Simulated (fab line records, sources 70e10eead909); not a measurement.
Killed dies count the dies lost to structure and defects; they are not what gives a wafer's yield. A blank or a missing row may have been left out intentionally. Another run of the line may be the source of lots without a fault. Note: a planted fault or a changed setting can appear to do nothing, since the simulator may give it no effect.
Problem report in the 8D (eight disciplines) form, filled by code :: flow nand-harc :: the parts of the form that need people (team, actions taken, sign-off) are left out

## 1. WHAT IS WRONG
thk-nm at NHARC_A_ONON_D1_THK_MEAS_21 reads a mean of 1444 nm on 4 wafers of 3 lots; wafers without a fault read 1001 nm with a standard deviation of 9.4. Relative to the usual mean, that is a shift of +47 standard deviations.
The step: measures by ellipsometry.
Seen first at day 14 15:45 on film-metro-01, wafer L290.3. Wafers with a number at this step in the record: 36, from 13 lots. Rule for "out", or "out of limits": more than 4 standard deviations from the usual mean. All remaining wafers that have a number are taken as sound.

## 2. WHAT IT IS, AND WHAT IT ISN'T
question: which readings at this step
is: thk-nm
is not: -

question: which lots
is: L290, L291, L292
is not: L275, L277, L278, L279, L282, L283, L284, L294, L297, L298

question: which wafers of those lots
is: L290.3, L291.3, L292.3, L292.4
is not: L290.1, L291.5

question: read on which gauges
is: film-metro-01, film-metro-02
is not: -

question: when
is: from day 14 15:45
is not: up to then (22 sound wafers); but 10 sound wafers of L291, L294, L297, L298 came after

## 3. WHAT RULES OUT EACH SUSPECT
Counting: a tool at a process step up to the reading stays a suspect if it ran every lot that is out. Sound lots after the first of them don't rule it out here, since some wafers of a struck lot are sound.
- the gauge at NHARC_A_ONON_D1_THK_MEAS_21: ruled out. Those wafers that are out were read across 2 gauges (film-metro-01, film-metro-02).
- pecvd-onon-01 at NHARC_A_ONON_D1_DEP_19 (target thk 1000 nm): kept. Ran every lot that is out, first one L290 (day 14 15:14); last sound lot up to then L284 (day 12 04:35).
Left after counting: pecvd-onon-01 at NHARC_A_ONON_D1_DEP_19.

## 4. THE CAUSE (what the simulator had put in)
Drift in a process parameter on pecvd-onon-01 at NHARC_A_ONON_D1_DEP_19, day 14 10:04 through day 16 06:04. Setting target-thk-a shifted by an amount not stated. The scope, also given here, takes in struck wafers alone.
After counting, this tool was the only one left.

## 5. SEQUENCE OF EFFECTS, ordered by route
Each row: a reading whose mean over the struck wafers that have a number lies more than 3 standard deviations from the usual. Only readings whose record carries a usual standard deviation are examined. hours: median over the lots of the time between each lot's start at the first step of this table that gives one and its start at this step. sigmas: the change, counted in usual standard deviations.
hours: 0
step: NHARC_A_ONON_D1_THK_MEAS_21
reading: thk-nm
usual: 1001 nm
on struck wafers: 1444
change: +442
sigmas: +47

hours: 379
step: NHARC_END_SORT_01
reading: killed-at-array
usual: 55
on struck wafers: 669
change: +614
sigmas: +31

hours: 379
step: NHARC_END_SORT_01
reading: killed-dies
usual: 60
on struck wafers: 677
change: +617
sigmas: +32

## 6. HOW IT WOULD HAVE BEEN CAUGHT EARLIER
6 hours passed between the start of the fault at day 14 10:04 and the first reading out of limits at a measuring or inspecting step in this record, taken at day 14 15:45.
No tool reading at NHARC_A_ONON_D1_DEP_19 that has a usual standard deviation in the record was out on any struck wafer, so an alarm limit of 4 standard deviations on those readings would not have fired.
Lots out: 3; of these, L291, L292 started NHARC_A_ONON_D1_DEP_19 on pecvd-onon-01 after day 14 15:45. A hold on the tool at that time would have spared those 2.
